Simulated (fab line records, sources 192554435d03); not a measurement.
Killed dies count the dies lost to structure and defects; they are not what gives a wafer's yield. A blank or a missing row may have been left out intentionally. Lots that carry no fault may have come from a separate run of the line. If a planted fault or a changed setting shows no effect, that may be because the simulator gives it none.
fab line records	flow n5Finfet
record: lots: 7	wafers: 18	lastDay: 17
route steps=1938 shown FIN_CUT@164 BEOL_M4@1111 PASSIVATION@1936
lots with no fault: from the same line, run without faults
startH: hours from the record's first day to the start of the lot's first wafer shown	waitH: hours from the lot's prior step to this one	" as in the row above	L1.1+2: several wafers, shown together as one row	- no value, or no start was given	* or withheld: withheld	< > ~ a bound
route shown NAME@n: names a module that has steps shown in the file, with the first one's number in the route	usual: mean/standard deviation of fault-free wafers	same: alike in all rows	chamber/n: place in a boat	sites: readings site by site	_std_site: how widely they spread, as a standard deviation	_edge_site: inner sites' mean taken away from outer sites' mean	radiusMm: for every site, how far away it sits from the centre of the wafer	mask NAME#n: copy n	behind: the tool/chamber that last shaped the wafer	hold: the reason the lot was held/the length of the hold in hours/how it ended	device: whichever transistor did not switch (one of n, p or np)	end of line: the same wafers' tests at the end of the route	where a step has no rows: the recipe by itself	killed: not the wafer's yield, but the dies lost to structure and defects at the first sort	map: the dies of a wafer, with x for killed, . for not killed, _ for no die there
set.NAME: setting as actually run; set.NAME@STEP: the setting as run at that earlier step	model.NAME: the simulator's own value behind a step, which no gauge read
lots seen at some steps along the route; tables by step, rows by wafer
services: when a tool's chamber went out of use (startH, in hours from the record's first day, below 0 if earlier), for how many hours, and the reason
== steps ==
step: N5_FIN_CUT_OVL_MEAS_09
recipe: pointsPerWafer: 522
usual: FIN_CUT_OVL: -0.2/0.82
lot.wafer	tool	chamber	startH	waitH	FIN_CUT_OVL[nm]
L504.1	overlay-01	0	33.89	0.0	-2.1
L504.4	"	0	"	"	-1.1
L504.6	"	0	"	"	-1.2
L511.2	overlay-02	0	75.79	0.0	0.0
L511.3	"	0	"	"	-0.8
L511.6	"	0	"	"	0.1
L512.1	overlay-01	0	81.57	0.0	2.0
L512.2	"	0	"	"	1.6
L512.6	"	0	"	"	0.5
L520.5	overlay-01	0	128.58	0.0	0.4
L520.6	"	0	"	"	-0.5
L521.1	overlay-02	0	135.19	0.0	-0.2
L521.5	"	0	"	"	0.1
L523.1	overlay-02	0	146.55	0.0	-1.9
L523.5	"	0	"	"	-1.5
L526.1	overlay-01	0	164.66	0.0	0.3
L526.5	"	0	"	"	-0.2
L526.6	"	0	"	"	-0.4
step: N5_FIN_CUT_INSPECT_10
recipe: mode: adi	inspectInstrument: brightfield
usual: rawDefectCount: 43/14
lot.wafer	tool	chamber	startH	waitH	rawDefectCount
L504.1	defectInspect-02	-	33.95	0.1	53
L504.4	"	-	"	"	70
L504.6	"	-	"	"	46
L511.2	defectInspect-01	-	75.84	0.0	49
L511.3	"	-	"	"	57
L511.6	"	-	"	"	85
L512.1	defectInspect-01	-	81.63	0.1	45
L512.2	"	-	"	"	31
L512.6	"	-	"	"	66
L520.5	defectInspect-01	-	128.62	0.0	31
L520.6	"	-	"	"	20
L521.1	defectInspect-01	-	135.25	0.1	30
L521.5	"	-	"	"	40
L523.1	defectInspect-01	-	146.61	0.1	40
L523.5	"	-	"	"	32
L526.1	defectInspect-01	-	164.72	0.1	38
L526.5	"	-	"	"	33
L526.6	"	-	"	"	25
step: N5_FIN_CUT_DESCUM_13
recipe: chemistry: O2	timeS: 7	sourcePowerW: 50	biasPowerW: 20	pressureMtorr: 20	rfFrequencyHz: 2.712e+07	tempC: 40	resist: CAR-EUV	o2FlowSccm: 225
usual: drypumpMotorCurrentA: 5.9/0.33	o2FlowSccm: 225.0/0.6	oesProductAu: 0.79/0.089	rfVppV: 242.9/1.4	showerheadPlenumPTorr: 2.07/0.075	throttleValvePct: 20.44/0.23
lot.wafer	tool	chamber	startH	waitH	drypumpMotorCurrentA	o2FlowSccm	oesProductAu	rfHoursCounterH	rfVppV	showerheadPlenumPTorr	throttleValvePct
L504.1	rieDiel-01	2	33.98	0.0	6.1	224.4	0.84	84	242.9	2.12	20.62
L504.4	"	1	"	"	5.5	223.8	0.76	168	245.3	2.17	20.53
L504.6	"	0	"	"	5.2	224.7	0.82	-	243.6	2.12	20.31
L511.2	rieDiel-06	2	75.87	0.0	5.9	225.7	0.71	197	241.7	2.07	20.68
L511.3	"	0	"	"	5.8	225.7	0.84	83	241.3	2.04	20.14
L511.6	"	2	"	"	5.9	225.5	0.71	-	242.5	2.07	20.66
L512.1	rieDiel-05	1	81.66	0.0	6.1	224.8	0.77	148	245.4	2.18	20.58
L512.2	"	3	"	"	5.2	225.2	0.75	165	241.4	2.00	20.62
L512.6	"	0	"	"	5.9	226.1	0.90	-	241.5	2.05	20.09
L520.5	rieDiel-06	2	128.70	0.1	5.9	225.5	0.70	-	241.9	2.06	20.71
L520.6	"	0	"	"	5.8	223.5	0.81	-	241.8	2.03	20.15
L521.1	rieDiel-05	1	135.65	0.4	6.1	225.6	0.75	162	245.1	2.17	20.59
L521.5	"	0	"	"	5.9	224.5	0.87	-	243.6	2.04	20.13
L523.1	rieDiel-05	2	146.65	0.0	6.4	225.2	0.68	224	241.7	1.98	20.83
L523.5	"	1	"	"	6.1	225.4	0.75	-	244.8	2.17	20.60
L526.1	rieDiel-05	1	164.76	0.0	6.1	225.1	0.74	170	245.8	2.17	20.60
L526.5	"	0	"	"	5.9	224.8	0.86	-	242.5	2.04	20.15
L526.6	"	1	"	"	6.1	225.5	0.74	-	244.5	2.17	20.61
step: N5_FIN_CUT_ETCH_30
recipe: chemistry: N2/H2	target: underlayer	targetDepthA: 130	maskMaterial: CAR-EUV	timeS: 10.4	ionEnergyEv: 200	pressureMtorr: 30	sourceW: 840	biasW: 150	n2FlowSccm: 200	h2FlowSccm: 200	ends: cleared
step: N5_FIN_CUT_ETCH_20
recipe: chemistry: CF4	target: SiARC	targetDepthA: 260	maskMaterial: CAR-EUV	timeS: 43.3	ionEnergyEv: 80	pressureMtorr: 40	sourceW: 545	biasW: 36	Ar_flow_sccm: 100	cf4FlowSccm: 100	ends: cleared
usual: drypumpMotorCurrentA: 5.9/0.33	etchRfOnTimeS: 43.3/0.62	oesProductAu: 0.67/0.076	rfVppV: 183.8/1.2	showerheadPlenumPTorr: 2.12/0.072	throttleValvePct: 15.63/0.26
lot.wafer	tool	chamber	startH	waitH	drypumpMotorCurrentA	etchRfOnTimeS	oesProductAu	rfHoursCounterH	rfVppV	showerheadPlenumPTorr	throttleValvePct
L504.1	rieDiel-01	2	34.04	0.0	6.1	43.7	0.72	84	184.5	2.17	15.80
L504.4	"	1	"	"	5.5	43.5	0.65	169	185.6	2.21	15.71
L504.6	"	0	"	"	5.3	44.1	0.69	-	184.3	2.16	15.45
L511.2	rieDiel-06	2	75.93	0.0	5.8	43.3	0.62	197	184.0	2.12	15.89
L511.3	"	0	"	"	5.8	42.3	0.72	83	182.6	2.08	15.28
L511.6	"	2	"	"	5.9	43.7	0.61	-	183.6	2.12	15.87
L512.1	rieDiel-05	1	81.72	0.0	6.1	44.2	0.65	148	184.1	2.23	15.81
L512.2	"	3	"	"	5.2	43.7	0.63	165	182.2	2.05	15.79
L512.6	"	0	"	"	5.9	44.2	0.76	-	184.5	2.11	15.32
L520.5	rieDiel-06	2	128.75	0.0	5.9	43.7	0.60	-	183.6	2.12	15.90
L520.6	"	0	"	"	5.8	42.6	0.69	-	183.0	2.07	15.32
L521.1	rieDiel-05	1	135.70	0.0	6.1	43.0	0.64	162	182.9	2.23	15.84
L521.5	"	0	"	"	5.9	43.5	0.74	-	183.6	2.10	15.34
L523.1	rieDiel-05	2	146.70	0.0	6.4	43.7	0.58	224	182.1	2.03	16.03
L523.5	"	1	"	"	6.0	43.7	0.64	-	184.9	2.23	15.84
L526.1	rieDiel-05	1	164.81	0.0	6.1	43.4	0.64	170	186.2	2.22	15.83
L526.5	"	0	"	"	5.9	43.7	0.73	-	183.3	2.10	15.37
L526.6	"	1	"	"	6.1	43.6	0.64	-	186.6	2.22	15.86
step: N5_FIN_CUT_ETCH_21
recipe: chemistry: N2/H2	target: SOC	targetDepthA: 2190	overetchA: 438	maskMaterial: SiARC	tempC: 40	ionEnergyEv: 100	biasW: 61	timeS: 523.5	pressureMtorr: 30	sourceW: 850	n2FlowSccm: 200	h2FlowSccm: 200
usual: drypumpMotorCurrentA: 5.9/0.33	oesProductAu: 0.72/0.079	rfVppV: 240.4/1.3	showerheadPlenumPTorr: 2.52/0.09	throttleValvePct: 17.85/0.28
lot.wafer	tool	chamber	startH	waitH	drypumpMotorCurrentA	oesProductAu	rfHoursCounterH	rfVppV	showerheadPlenumPTorr	throttleValvePct
L504.1	rieDiel-01	2	34.07	0.0	6.1	0.77	84	239.6	2.57	17.90
L504.4	"	1	"	"	5.5	0.70	169	241.6	2.64	17.85
L504.6	"	0	"	"	5.2	0.75	-	238.2	2.57	17.68
L511.2	rieDiel-06	2	75.96	0.0	5.9	0.66	197	241.0	2.53	18.16
L511.3	"	0	"	"	5.7	0.76	84	239.6	2.47	17.40
L511.6	"	2	"	"	5.9	0.67	-	241.0	2.53	18.17
L512.1	rieDiel-05	1	81.76	0.0	6.1	0.70	148	241.7	2.65	17.96
L512.2	"	3	"	"	5.2	0.69	165	240.3	2.44	18.03
L512.6	"	0	"	"	5.9	0.83	-	241.3	2.49	17.45
L520.5	rieDiel-06	2	128.92	0.2	5.9	0.65	-	239.8	2.52	18.21
L520.6	"	0	"	"	5.8	0.74	-	238.7	2.46	17.46
L521.1	rieDiel-05	1	135.74	0.0	6.1	0.69	162	241.4	2.65	17.97
L521.5	"	0	"	"	5.9	0.80	-	242.0	2.49	17.49
L523.1	rieDiel-05	2	146.74	0.0	6.4	0.63	224	240.1	2.41	18.28
L523.5	"	1	"	"	6.1	0.69	-	241.3	2.65	17.98
L526.1	rieDiel-05	1	164.85	0.0	6.1	0.68	170	241.7	2.64	18.00
L526.5	"	0	"	"	5.9	0.79	-	240.8	2.48	17.51
L526.6	"	1	"	"	6.1	0.69	-	241.9	2.64	17.99
step: N5_FIN_CUT_STRIP_23
recipe: chemistry: N2/H2	tempC: 40	n2FlowSccm: 200	h2FlowSccm: 200	rfFrequencyHz: 6e+07
step: N5_FIN_CUT_STRIP_31
recipe: chemistry: N2/H2	tempC: 40	n2FlowSccm: 200	h2FlowSccm: 200	rfFrequencyHz: 6e+07
step: N5_FIN_CUT_STRIP_24
recipe: chemistry: CF4	resist: SiARC	powerW: 300	biasPowerW: 75	pressureMtorr: 50	cf4FlowSccm: 150	rfFrequencyHz: 6e+07
step: N5_FIN_CUT_CUT_ETCH_26
recipe: chemistry: CH3F/O2	target: SiNx	targetDepthA: 390	maskMaterial: SOC	timeS: 55.7	pressureMtorr: 30	sourceW: 395	biasW: 73	Ar_flow_sccm: 150	CH3F_flow_sccm: 30	O2_flow_sccm: 20	ionEnergyEv: 120
step: N5_FIN_CUT_CUT_ETCH_27
recipe: chemistry: CHF3/O2	target: SiO2	targetDepthA: 40	maskMaterial: SOC	overetchA: 20	timeS: 4.9	pressureMtorr: 30	sourceW: 650	biasW: 170	Ar_flow_sccm: 200	CHF3_flow_sccm: 50	O2_flow_sccm: 5	ionEnergyEv: 200
usual: drypumpMotorCurrentA: 5.9/0.33	oesProductAu: 0.62/0.067	rfVppV: 524/7.5	showerheadPlenumPTorr: 2.39/0.083	throttleValvePct: 18.85/0.27
lot.wafer	tool	chamber	startH	waitH	drypumpMotorCurrentA	oesProductAu	rfHoursCounterH	rfVppV	showerheadPlenumPTorr	throttleValvePct
L504.1	rieDiel-01	2	34.46	0.0	6.1	0.67	84	530	2.45	19.08
L504.4	"	1	"	"	5.5	0.60	169	521	2.49	18.88
L504.6	"	0	"	"	5.2	0.63	-	525	2.44	18.70
L511.2	rieDiel-06	3	76.35	0.0	6.0	0.53	242	531	2.38	19.09
L511.3	"	0	"	"	5.8	0.65	84	516	2.33	18.43
L511.6	"	2	"	"	5.9	0.58	-	531	2.39	19.11
L512.1	rieDiel-05	1	82.15	0.0	6.1	0.60	148	524	2.51	19.05
L512.2	"	3	"	"	5.2	0.58	165	519	2.31	19.02
L512.6	"	0	"	"	5.9	0.71	-	534	2.37	18.55
L520.5	rieDiel-06	2	129.18	0.0	5.9	0.56	-	532	2.38	19.13
L520.6	"	0	"	"	5.8	0.64	-	514	2.32	18.45
L521.1	rieDiel-05	1	136.13	0.0	6.1	0.60	162	526	2.51	19.05
L521.5	"	0	"	"	5.9	0.68	-	534	2.36	18.60
L523.1	rieDiel-05	2	147.13	0.0	6.3	0.54	225	515	2.28	19.26
L523.5	"	1	"	"	6.1	0.59	-	524	2.51	19.05
L526.1	rieDiel-05	1	165.24	0.0	6.1	0.59	171	525	2.50	19.06
L526.5	"	0	"	"	5.9	0.68	-	534	2.36	18.59
L526.6	"	1	"	"	6.1	0.58	-	526	2.50	19.06
step: N5_FIN_CUT_PRECLEAN_35
recipe: timeS: 13.3	tempC: 45	pressureTorr: 125	pHfTorr: 3	pCoreactantTorr: 25	chemistry: vHF
step: N5_FIN_CUT_CUT_ETCH_15
recipe: chemistry: HBr/Cl2/O2	target: Si	targetDepthA: 1000	btTimeS: 10	maskMaterial: SOC	timeS: 42.4	ionEnergyEv: *	biasW: *	pressureMtorr: 10	icpW: 800	HBr_flow_sccm: 150	Cl2_flow_sccm: 80	O2_flow_sccm: 12
usual: drypumpMotorCurrentA: 5.7/0.56	heBacksideLeakSccm: 2.8/0.48	oesProductAu: 0.991/0.0095	throttleValvePct: 37.08/0.23
lot.wafer	tool	chamber	startH	waitH	drypumpMotorCurrentA	heBacksideLeakSccm	oesProductAu	rfHoursCounterH	throttleValvePct	model.etch.depthNm	model.FIN_CUT.featureDepthNm	model.SOC_of_FIN_CUT_COAT_18.thkNm
L504.1	rieSi-06	1	34.61	0.1	5.4	2.4	1.000	7	36.99	99.73	99.8	170.8
L504.4	"	3	"	"	5.9	2.7	0.986	6	37.26	100	100	171.6
L504.6	"	3	"	"	5.9	2.7	0.982	-	37.30	100.6	100.6	171
L511.2	rieSi-02	0	76.53	0.1	6.1	2.7	0.989	175	37.35	98.3	98.4	171.6
L511.3	"	3	"	"	6.6	2.8	0.993	27	36.73	99.41	99.4	170
L511.6	"	3	"	"	6.6	2.6	0.996	-	36.72	100.4	100.4	170.4
L512.1	rieSi-02	2	82.29	0.1	5.0	2.7	0.984	82	37.18	99.86	99.8	170
L512.2	"	0	"	"	6.1	2.8	0.991	175	37.35	98.95	99	169.4
L512.6	"	0	"	"	6.1	2.8	1.000	-	37.34	98.84	98.8	168.6
L520.5	rieSi-06	1	129.35	0.0	5.4	2.3	0.987	-	37.00	84.73	84.8	176.6
L520.6	"	0	"	"	6.0	3.9	0.981	-	36.88	100.9	101	169.8
L521.1	rieSi-06	2	136.28	0.1	6.2	2.7	0.986	122	36.93	84.15	84.2	176.4
L521.5	"	1	"	"	5.4	2.3	0.977	-	36.99	85.1	85	175.2
L523.1	rieSi-06	0	147.28	0.1	6.0	3.5	0.973	172	36.88	84.58	84.6	176.6
L523.5	"	3	"	"	6.0	2.8	0.964	-	37.29	85.88	85.8	175.4
L526.1	rieSi-02	2	165.39	0.1	5.0	2.6	0.990	84	37.17	100.5	100.6	169.2
L526.5	"	2	"	"	5.0	2.8	0.994	-	37.19	100	100	170.2
L526.6	"	1	"	"	5.9	3.9	0.984	-	37.09	98.46	98.4	170.8
step: N5_FIN_CUT_CUT_ETCH_28
recipe: chemistry: HBr/Cl2/O2	target: Si	targetDepthA: 60	maskMaterial: SOC	timeS: 2.4	ionEnergyEv: *	biasW: *	pressureMtorr: 10	icpW: 800	HBr_flow_sccm: 150	Cl2_flow_sccm: 80	O2_flow_sccm: 12
usual: drypumpMotorCurrentA: 5.7/0.55	heBacksideLeakSccm: 2.8/0.48	oesProductAu: 0.991/0.0094	throttleValvePct: 37.08/0.23
lot.wafer	tool	chamber	startH	waitH	drypumpMotorCurrentA	heBacksideLeakSccm	oesProductAu	rfHoursCounterH	throttleValvePct	model.SOC_of_FIN_CUT_COAT_18.thkNm
L504.1	rieSi-06	1	34.67	0.0	5.4	2.3	0.993	7	36.99	169
L504.4	"	3	"	"	6.0	2.4	0.971	6	37.27	169.8
L504.6	"	3	"	"	6.0	2.6	0.973	-	37.27	169.4
L511.2	rieSi-02	0	76.58	0.0	6.1	2.8	0.990	175	37.35	169.8
L511.3	"	3	"	"	6.5	3.0	0.984	27	36.70	168.2
L511.6	"	3	"	"	6.6	2.9	0.987	-	36.70	168.6
L512.1	rieSi-02	2	82.35	0.0	5.0	2.7	0.992	82	37.19	168.2
L512.2	"	0	"	"	6.1	2.8	0.996	176	37.35	167.6
L512.6	"	0	"	"	6.1	2.8	1.000	-	37.35	167
L520.5	rieSi-06	1	129.40	0.0	5.4	2.4	0.995	-	37.00	175
L520.6	"	0	"	"	6.0	3.6	0.977	-	36.86	168
L521.1	rieSi-06	2	136.33	0.0	6.2	2.8	0.999	122	36.91	174.6
L521.5	"	1	"	"	5.4	2.3	1.000	-	37.00	173.6
L523.1	rieSi-06	0	147.33	0.0	6.0	3.5	0.978	172	36.88	174.8
L523.5	"	3	"	"	6.0	2.6	0.976	-	37.27	173.6
L526.1	rieSi-02	2	165.44	0.0	5.0	2.6	0.992	84	37.19	167.6
L526.5	"	2	"	"	5.0	2.4	0.994	-	37.19	168.4
L526.6	"	1	"	"	5.9	3.8	0.982	-	37.08	169
step: N5_FIN_CUT_STRIP_22
recipe: chemistry: N2/H2	powerW: 500	tempC: 40	pressureMtorr: 50	rfFrequencyHz: 6e+07	overashFraction: 0.3	biasPowerW: 8	h2Frac: 0.5	n2FlowSccm: 300	h2FlowSccm: 300
usual: drypumpMotorCurrentA: 5.8/0.35	oesProductAu: 0.78/0.08	powerW: 499.9/1.4	rfVppV: 54.3/2.4	showerheadPlenumPTorr: 3.34/0.11	throttleValvePct: 18.9/0.34
lot.wafer	tool	chamber	startH	waitH	drypumpMotorCurrentA	oesProductAu	powerW	rfHoursCounterH	rfVppV	showerheadPlenumPTorr	throttleValvePct
L504.1	rieDiel-06	2	34.73	0.0	5.9	0.72	497.9	182	53.8	3.35	19.4
L504.4	"	0	"	"	5.8	0.86	498.9	-	48.8	3.27	18.4
L504.6	"	2	"	"	5.9	0.73	498.3	-	51.8	3.35	19.4
L511.2	rieDiel-06	2	76.65	0.0	5.9	0.73	499.5	198	55.6	3.34	19.5
L511.3	"	2	"	"	5.9	0.72	499.2	-	57.5	3.34	19.5
L511.6	"	2	"	"	5.9	0.71	501.1	-	57.8	3.34	19.5
L512.1	rieDiel-06	2	82.43	0.1	5.9	0.69	500.4	201	53.3	3.34	19.4
L512.2	"	0	"	"	5.8	0.82	500.9	87	54.5	3.26	18.4
L512.6	"	0	"	"	5.8	0.83	500.7	-	52.2	3.26	18.5
L520.5	rieDiel-05	0	129.46	0.0	5.9	0.86	501.7	-	56.4	3.29	18.4
L520.6	"	1	"	"	6.1	0.75	501.5	-	55.3	3.49	18.9
L521.1	rieDiel-05	0	136.43	0.1	5.9	0.88	498.9	41	54.8	3.28	18.4
L521.5	"	0	"	"	5.9	0.86	501.7	-	59.8	3.29	18.5
L523.1	rieDiel-06	1	147.40	0.0	6.4	0.91	499.9	19	52.5	3.57	19.2
L523.5	"	3	"	"	6.0	0.99	498.4	-	55.6	3.31	18.9
L526.1	rieDiel-05	3	165.56	0.1	5.2	0.73	497.6	190	53.5	3.21	19.2
L526.5	"	3	"	"	5.2	0.70	498.5	-	53.1	3.21	19.2
L526.6	"	0	"	"	5.9	0.86	499.6	-	51.3	3.28	18.5
step: N5_BEOL_M4_RC_MEAS_101
usual: DIBL_N: 36.2/1.4	DIBL_P: 36.1/1.5	IOFF_N: 0.153/0.02	IOFF_P: 0.215/0.03	ION_N: 672/8.6	ION_P: 463/6.8	SS_N: 71.5/0.47	SS_P: 73.3/0.57	VT_N: 250.6/2.4	VT_P: -249/3.2
lot.wafer	tool	chamber	startH	waitH	DIBL_N[mV/V]	DIBL_P[mV/V]	IOFF_N[nA/um]	IOFF_P[nA/um]	ION_N[uA/um]	ION_P[uA/um]	SS_N[mV/dec]	SS_P[mV/dec]	VT_N[mV]	VT_P[mV]
L504.1	prober-02	0	169.63	0.0	34.0	34.1	0.141	0.221	666	465	71.3	72.7	247.2	-245
L504.4	"	0	"	"	34.4	34.3	0.143	0.223	689	482	70.9	73.0	248.3	-244
L504.6	"	0	"	"	34.7	34.4	0.143	0.221	669	468	71.3	73.0	248.9	-248
L512.1	prober-01	0	213.90	0.0	34.0	35.7	0.135	0.185	673	467	70.6	72.6	253.5	-251
L512.2	"	0	"	"	35.7	37.8	0.163	0.208	684	470	71.5	72.9	248.4	-250
L512.6	"	0	"	"	33.8	34.9	0.125	0.161	675	460	70.6	72.4	252.9	-252
L511.2	prober-02	0	219.82	0.2	35.8	36.5	0.136	0.194	660	450	71.9	73.3	252.8	-254
L511.3	"	0	"	"	35.6	37.2	0.150	0.212	675	469	71.8	73.2	250.4	-251
L511.6	"	0	"	"	36.1	37.8	0.153	0.216	671	468	71.8	73.2	253.2	-250
L520.5	prober-01	0	266.19	0.6	35.8	36.2	0.157	0.252	670	467	71.4	73.9	250.8	-246
L520.6	"	0	"	"	36.3	36.3	0.165	0.255	668	466	71.3	73.6	249.2	-245
L521.1	prober-02	0	276.67	0.0	35.3	35.4	0.147	0.192	681	460	71.3	73.7	252.0	-251
L521.5	"	0	"	"	36.3	36.3	0.156	0.206	672	457	72.0	73.4	251.8	-252
L523.1	prober-02	0	286.65	0.0	34.9	35.0	0.122	0.182	658	455	71.6	72.9	254.1	-256
L523.5	"	0	"	"	34.2	34.3	0.113	0.175	652	451	71.2	72.6	254.2	-251
L526.1	prober-01	0	302.24	0.0	35.2	36.1	0.153	0.209	676	469	71.8	73.9	249.3	-250
L526.5	"	0	"	"	35.6	36.2	0.155	0.210	680	468	72.0	73.4	251.8	-248
L526.6	"	0	"	"	35.0	35.7	0.150	0.203	674	463	71.2	73.1	249.8	-251
step: N5_PASSIVATION_PROBE_49
usual: defectLimitedYield: 91.3/1.3	killed_at_M0_to_M3: 35/13	killed_at_M4_up: 13/5.2	killedAtContacts: 12/6.2	killedAtFrontEnd: 39/9.6	killedAtOther: 3.1/2.6	killedDies: 102/16	killedOpen: 68/13	killedShort: 33/6.9	sort_bin_5_function: 5.1/0.87	sort_bin_6_memory: 3.3/0.67	sortNPass: 1078/16	sortYieldPct: 91.3/1.3
same: grossDies: 1180	killedAtBackSide: 0	sort_bin_4_leakage[%]: 0	sort_bin_8_speed[%]: 0
lot.wafer	tool	chamber	startH	waitH	defectLimitedYield[%]	killed_at_M0_to_M3	killed_at_M4_up	killedAtContacts	killedAtFrontEnd	killedAtOther	killedDies	killedOpen	killedShort	sort_bin_5_function[%]	sort_bin_6_memory[%]	sortNPass	sortYieldPct[%]
L504.1	prober-01	-	270.25	0.0	91.9	47	5	8	32	3	95	62	32	5.0	2.6	1085	91.9
L504.4	prober-01	-	270.40	0.2	90.4	56	7	16	31	3	113	86	27	5.8	3.6	1067	90.4
L504.6	prober-01	-	270.50	0.3	92.0	37	9	13	31	4	94	59	35	5.0	2.6	1086	92.0
L521.1	prober-02	-	377.62	0.0	90.6	48	15	11	35	2	111	76	35	5.2	3.6	1069	90.6
L521.5	prober-02	-	377.82	0.2	93.1	24	9	8	40	1	82	55	26	4.1	2.7	1098	93.1
killed by level:class
L504.1 BEOL_M2:geometricParticle:open=10 BEOL_M0_SAQP:geometricParticle:open=10 BEOL_M0_SAQP:geometricParticle:short=10 FIN_SAQP:geometricParticle:short=8 BEOL_M3:geometricParticle:open=8 MOL_CONTACT_COAG:geometricParticle:open=6 BEOL_M1:geometricParticle:open=5 STI_FIN_REVEAL:geometricParticle:open=4
L504.4 BEOL_M3:geometricParticle:open=16 MOL_CONTACT_COAG:geometricParticle:open=16 FIN_SAQP:geometricParticle:open=13 STI_FIN_REVEAL:geometricParticle:open=9 BEOL_M1:geometricParticle:open=9 BEOL_M0_SAQP:geometricParticle:open=8 BEOL_M0_SAQP:geometricParticle:short=7 BEOL_M2:geometricParticle:open=7
L504.6 MOL_CONTACT_COAG:geometricParticle:open=10 BEOL_M0_SAQP:geometricParticle:short=10 BEOL_M0_SAQP:geometricParticle:open=9 FIN_SAQP:geometricParticle:short=8 FIN_SAQP:geometricParticle:open=8 BEOL_M3:geometricParticle:open=7 BEOL_M2:geometricParticle:open=5 STI_FIN_REVEAL:geometricParticle:open=3
L521.1 BEOL_M3:geometricParticle:open=17 MOL_CONTACT_COAG:geometricParticle:open=10 BEOL_M0_SAQP:geometricParticle:open=8 GATE_CUT:geometricParticle:open=7 BEOL_M0_SAQP:geometricParticle:short=7 BEOL_M2:geometricParticle:open=7 GATE_CUT:geometricParticle:short=6 BEOL_M4:geometricParticle:open=6
L521.5 STI_FIN_REVEAL:geometricParticle:open=12 MOL_CONTACT_COAG:geometricParticle:open=7 BEOL_M2:geometricParticle:open=5 DUMMY_GATE:geometricParticle:open=5 BEOL_M3:geometricParticle:open=5 STI_FIN_REVEAL:geometricParticle:short=4 GATE_CUT:geometricParticle:short=4 BEOL_M0_SAQP:geometricParticle:short=4
== services ==
tool	chamber	startH	hours	kind
rieSi-06	0	22.21	4.2	repair
rieSi-02	0	25.15	3.5	repair
rieDiel-05	-	28.99	15.6	pm
rieSi-06	-	38.16	4.4	repair
rieSi-06	2	46.66	8.0	repair
rieDiel-05	0	66.44	11.7	repair
rieSi-02	-	68.42	2.8	pm
rieDiel-06	1	73.53	-	clean
rieDiel-06	1	73.53	-	consumableReplace:focusRing
rieDiel-06	1	73.53	-	consumableReplace:showerhead
rieDiel-06	1	73.53	16.1	scheduledDown
rieDiel-06	1	73.53	16.1	ventCycle
rieSi-02	1	74.33	4.5	repair
rieDiel-05	-	80.53	0.9	repair
rieDiel-05	-	86.91	1.6	repair
rieDiel-05	-	89.31	0.6	repair
rieDiel-01	2	95.96	3.7	repair
rieSi-06	-	100.45	1.3	repair
rieDiel-06	3	111.06	-	clean
rieDiel-06	3	111.06	-	consumableReplace:focusRing
rieSi-06	-	154.24	14.6	pm
rieDiel-05	2	154.96	3.7	repair
rieDiel-01	3	156.15	22.7	repair
rieDiel-06	2	158.83	4.2	repair
== key ==
firstSign none at tools or gauges
modelEffect: step: N5_FIN_CUT_CUT_ETCH_15	value: etch.depthNm	without: 100.8	struck: 84.89
modelEffect: step: N5_FIN_CUT_CUT_ETCH_28	value: SOC_of_FIN_CUT_COAT_18.thkNm	without: 168.4	struck: 174.3
metAt N5_FIN_CUT_CUT_ETCH_15
struckWafers L520.5,L521.1,L521.5,L523.1,L523.5
onsetBetween 34.61 129.35
fault: kind: processParameterDrift	tool: rieSi-06	chamber: -	onsetH: 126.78	steps: N5_FIN_CUT_CUT_ETCH_15	channel: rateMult	offset: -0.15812	shape: step	endH: 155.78	scope: struckWafersOnly
